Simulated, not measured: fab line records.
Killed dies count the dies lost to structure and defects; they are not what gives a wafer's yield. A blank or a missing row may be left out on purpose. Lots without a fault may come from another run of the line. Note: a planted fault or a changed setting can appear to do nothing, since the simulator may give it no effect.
What tool caused it? || flow n5 finfet || 10 lots with 30 wafers sampled at 5 steps, on a route of 1938 steps

## WHAT EACH GAUGE READ, for each wafer
N5_BEOL_M3_THK_MEAS_01.
{"lot": "L915", "measured": "day 7 14:49", "on": "film metro-01", "M3_ILD_THK (nm)": "78.2 79.6 80.0"}
{"lot": "L916", "measured": "day 7 17:35", "on": "film metro-02", "M3_ILD_THK (nm)": "78.2 79.4 79.4"}
{"lot": "L917", "measured": "day 7 23:56", "on": "film metro-01", "M3_ILD_THK (nm)": "79.1 80.1 80.1"}
{"lot": "L919", "measured": "day 8 14:41", "on": "film metro-01", "M3_ILD_THK (nm)": "78.7 79.5 79.6"}
{"lot": "L921", "measured": "day 8 18:22", "on": "film metro-01", "M3_ILD_THK (nm)": "78.0 77.9 78.6"}
{"lot": "L925", "measured": "day 10 04:37", "on": "film metro-02", "M3_ILD_THK (nm)": "70.5 79.6 70.4"}
{"lot": "L926", "measured": "day 10 05:29", "on": "film metro-02", "M3_ILD_THK (nm)": "78.6 69.6 68.9"}
{"lot": "L929", "measured": "day 10 21:04", "on": "film metro-01", "M3_ILD_THK (nm)": "79.4 79.4 80.1"}
{"lot": "L934", "measured": "day 12 03:02", "on": "film metro-01", "M3_ILD_THK (nm)": "77.9 80.1 79.6"}
{"lot": "L935", "measured": "day 12 07:40", "on": "film metro-02", "M3_ILD_THK (nm)": "78.7 78.2 80.2"}

## WHAT TOOL EACH LOT RAN ON (gives the tool, then ch and the chambers of the sampled wafers, and finally the start)
{"lot": "L915", "N5_BEOL_M2_ANNEAL_82": "pvd sputter-01, day 7 12:17", "N5_BEOL_M2_SPUTTER_86": "pvd sputter-01, day 7 12:25", "N5_BEOL_M2_ANNEAL_93": "pvd sputter-01, day 7 13:10", "N5_BEOL_M3_ILD_DEP_00": "pecvd-03 ch 0,1, day 7 14:45"}
{"lot": "L916", "N5_BEOL_M2_ANNEAL_82": "pvd sputter-02, day 7 14:45", "N5_BEOL_M2_SPUTTER_86": "pvd sputter-02, day 7 14:53", "N5_BEOL_M2_ANNEAL_93": "pvd sputter-02, day 7 15:38", "N5_BEOL_M3_ILD_DEP_00": "pecvd-03 ch 0,1,2, day 7 17:31"}
{"lot": "L917", "N5_BEOL_M2_ANNEAL_82": "pvd sputter-01, day 7 21:31", "N5_BEOL_M2_SPUTTER_86": "pvd sputter-01, day 7 21:39", "N5_BEOL_M2_ANNEAL_93": "pvd sputter-01, day 7 22:23", "N5_BEOL_M3_ILD_DEP_00": "pecvd-03 ch 0,2, day 7 23:52"}
{"lot": "L919", "N5_BEOL_M2_ANNEAL_82": "pvd sputter-03, day 8 11:59", "N5_BEOL_M2_SPUTTER_86": "pvd sputter-03, day 8 12:08", "N5_BEOL_M2_ANNEAL_93": "pvd sputter-03, day 8 12:52", "N5_BEOL_M3_ILD_DEP_00": "pecvd-03 ch 0,2, day 8 14:37"}
{"lot": "L921", "N5_BEOL_M2_ANNEAL_82": "pvd sputter-02, day 8 15:52", "N5_BEOL_M2_SPUTTER_86": "pvd sputter-02, day 8 16:00", "N5_BEOL_M2_ANNEAL_93": "pvd sputter-02, day 8 16:44", "N5_BEOL_M3_ILD_DEP_00": "pecvd-01 ch 0,1, day 8 18:17"}
{"lot": "L925", "N5_BEOL_M2_ANNEAL_82": "pvd sputter-01, day 10 02:09", "N5_BEOL_M2_SPUTTER_86": "pvd sputter-01, day 10 02:17", "N5_BEOL_M2_ANNEAL_93": "pvd sputter-01, day 10 03:02", "N5_BEOL_M3_ILD_DEP_00": "pecvd-03 ch 0,1,2, day 10 04:34"}
{"lot": "L926", "N5_BEOL_M2_ANNEAL_82": "pvd sputter-02, day 10 03:04", "N5_BEOL_M2_SPUTTER_86": "pvd sputter-02, day 10 03:13", "N5_BEOL_M2_ANNEAL_93": "pvd sputter-02, day 10 03:57", "N5_BEOL_M3_ILD_DEP_00": "pecvd-03 ch 1,2, day 10 05:25"}
{"lot": "L929", "N5_BEOL_M2_ANNEAL_82": "pvd sputter-02, day 10 18:39", "N5_BEOL_M2_SPUTTER_86": "pvd sputter-02, day 10 18:47", "N5_BEOL_M2_ANNEAL_93": "pvd sputter-02, day 10 19:32", "N5_BEOL_M3_ILD_DEP_00": "pecvd-04 ch 0,1, day 10 21:00"}
{"lot": "L934", "N5_BEOL_M2_ANNEAL_82": "pvd sputter-03, day 12 00:10", "N5_BEOL_M2_SPUTTER_86": "pvd sputter-03, day 12 00:18", "N5_BEOL_M2_ANNEAL_93": "pvd sputter-03, day 12 01:02", "N5_BEOL_M3_ILD_DEP_00": "pecvd-01 ch 0,1,2, day 12 02:58"}
{"lot": "L935", "N5_BEOL_M2_ANNEAL_82": "pvd sputter-01, day 12 05:14", "N5_BEOL_M2_SPUTTER_86": "pvd sputter-01, day 12 05:22", "N5_BEOL_M2_ANNEAL_93": "pvd sputter-01, day 12 06:07", "N5_BEOL_M3_ILD_DEP_00": "pecvd-01 ch 1,2, day 12 07:35"}
- N5_BEOL_M2_ANNEAL_82: time 240 s.
- N5_BEOL_M2_SPUTTER_86: material Cu, target thk 4.5 nm, time 8.29 s.
- N5_BEOL_M2_ANNEAL_93: time 240 s.
- N5_BEOL_M3_ILD_DEP_00: deposits SiOC from DEMS/O2, target thk 79 nm, time 15.3 s.

## THE ANSWER, worked out from the rows above alone
Rule: the lots themselves supply what counts as usual. The widest of any qualifying gaps counts: lots, ordered by their means at a reading, are off when they make up no more than a third of the lots, leave a main group of 4 or more, and stand apart from it by 3 or more times the standard deviation of that group's means. Not used: any main group whose means are identical at the precision the tables above print for the reading. A lot without any number at a reading at which 4 lots or more have one is off too. Any other lot the step has rows for is counted as sound.
Off: at N5_BEOL_M3_THK_MEAS_01 (M3_ILD_THK), L925, L926. Mean 79.2 nm and standard deviation 0.45 in the main group.
If a tool, at a process step before that reading, ran all the lots that are off and no sound lot after the first of them, it fits. Those tools and the gauges at N5_BEOL_M3_THK_MEAS_01 are tried in the same way. One candidate fits, namely pecvd-03 at N5_BEOL_M3_ILD_DEP_00. A fault onset in the window from L919 (day 8 14:37, its last sound lot) to L925 (day 10 04:34, its first lot off) fits.

## WHAT THE SIMULATOR HAD INSERTED
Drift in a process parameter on pecvd-03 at N5_BEOL_M3_ILD_DEP_00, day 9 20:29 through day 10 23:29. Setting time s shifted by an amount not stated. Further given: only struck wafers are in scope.
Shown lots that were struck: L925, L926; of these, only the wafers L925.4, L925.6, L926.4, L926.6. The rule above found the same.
